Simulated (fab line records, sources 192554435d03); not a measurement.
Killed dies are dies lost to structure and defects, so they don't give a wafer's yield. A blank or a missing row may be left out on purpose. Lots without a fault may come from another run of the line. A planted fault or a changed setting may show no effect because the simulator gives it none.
One fault seen from 2 desks | flow n5_finfet | each desk has only its own numbers; what lay behind them comes last

THE METROLOGY DESK
What the gauges read, lot by lot, whatever tool the lot ran on: means of the sampled wafers that have a number. A lot is out of limits, marked OUT, if its mean lies more than 4 standard deviations from the usual mean; the brackets give that distance. Of its 13 readings 7 are shown: those that lie furthest out on some lot.
Columns: A = SDB_OVL at N5_SDB_OVL_MEAS_12, usual -0.2 nm; B = SDB_THK at N5_SDB_THK_MEAS_31, usual 64.5 nm; C = DIBL_N at N5_BEOL_M4_RC_MEAS_101, usual 36.4 mV/V; D = ION_P at N5_BEOL_M4_RC_MEAS_101, usual 462 uA/um; E = SS_P at N5_BEOL_M4_RC_MEAS_101, usual 73.4 mV/dec; F = VT_N at N5_BEOL_M4_RC_MEAS_101, usual 250.1 mV; G = VT_P at N5_BEOL_M4_RC_MEAS_101, usual -250.1 mV
lot  | first seen here | A    | B    | C    | D   | E    | F     | G
L869 | day 4 14:18     | -0.3 | 62.9 | 36.8 | 458 | 73.4 | 253.1 | -251.4
L871 | day 5 07:19     | 0.0  | 64.0 | 34.3 | 464 | 72.7 | 253.2 | -249.5
L872 | day 5 09:29     | 0.0  | 65.2 | 35.8 | 460 | 73.0 | 251.1 | -251.8
L873 | day 5 16:30     | 0.0  | 64.5 | 36.8 | 464 | 73.5 | 248.4 | -246.8
L875 | day 6 02:23     | -0.1 | 63.4 | 37.5 | 460 | 72.8 | 250.3 | -249.2
L876 | day 6 09:50     | -0.8 | 65.0 | 34.4 | 462 | 73.0 | 250.9 | -248.6
L878 | day 6 21:49     | -0.2 | 64.0 | 36.7 | 472 | 73.8 | 245.9 | -244.2
L885 | day 8 13:08     | -1.3 | 61.2 | 37.2 | 461 | 73.3 | 247.9 | -250.3
L886 | day 8 16:17     | 0.9  | 62.4 | 36.9 | 460 | 74.3 | 248.6 | -248.6
L889 | day 9 12:46     | -0.5 | 63.2 | 37.9 | 456 | 73.3 | 248.1 | -256.8
This desk's finding: nothing out of limits on any of the 10 lots.

THE TOOL OWNER'S DESK: cmp-01
The tool's own readings at N5_SDB_CMP_30 (polishes, stops on poly-Si, t overpolish 1.54 s, target thk 30 nm): means of the sampled wafers that have a number, for each lot that ran on this tool. A lot is out of limits, marked OUT, if its mean lies more than 4 standard deviations from the usual mean; the brackets give that distance.
Columns: A = motor_current_A at N5_SDB_CMP_30, usual 12.2 A; B = overpolish_run_s at N5_SDB_CMP_30, usual 1.541 s; C = time_to_endpoint_s at N5_SDB_CMP_30, usual 18.5 s
lot  | first seen here | A    | B     | C
L869 | day 4 18:35     | 12.9 | 1.539 | 19.9
L872 | day 5 13:28     | 12.8 | 1.550 | 18.5
L885 | day 8 16:48     | 11.6 | 1.551 | 9.0 (-5.3) OUT
L886 | day 8 20:31     | 12.5 | 1.539 | 14.0
L889 | day 9 16:30     | 14.1 | 1.536 | 12.8
This desk's finding: out of limits on L885; first on L885, day 8 16:48 (time_to_endpoint_s at N5_SDB_CMP_30). In limits: L869, L872, L886, L889.

PUT TOGETHER
The tool owner's desk could have raised an alarm at day 8 16:48, on L885.
The metrology desk saw nothing out of limits.
The metrology desk has L885 on record, within its limits.
Of the lots named, all ran N5_SDB_CMP_30 on cmp-01.

WHAT THE SIMULATOR HAD PUT IN
Process parameter drift: cmp-01, from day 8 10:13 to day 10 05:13, at N5_SDB_CMP_30. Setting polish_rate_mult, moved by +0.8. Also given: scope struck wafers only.
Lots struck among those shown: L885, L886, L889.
Hours from the fault's start to each desk's first reading out of limits: the tool owner's desk, 7.
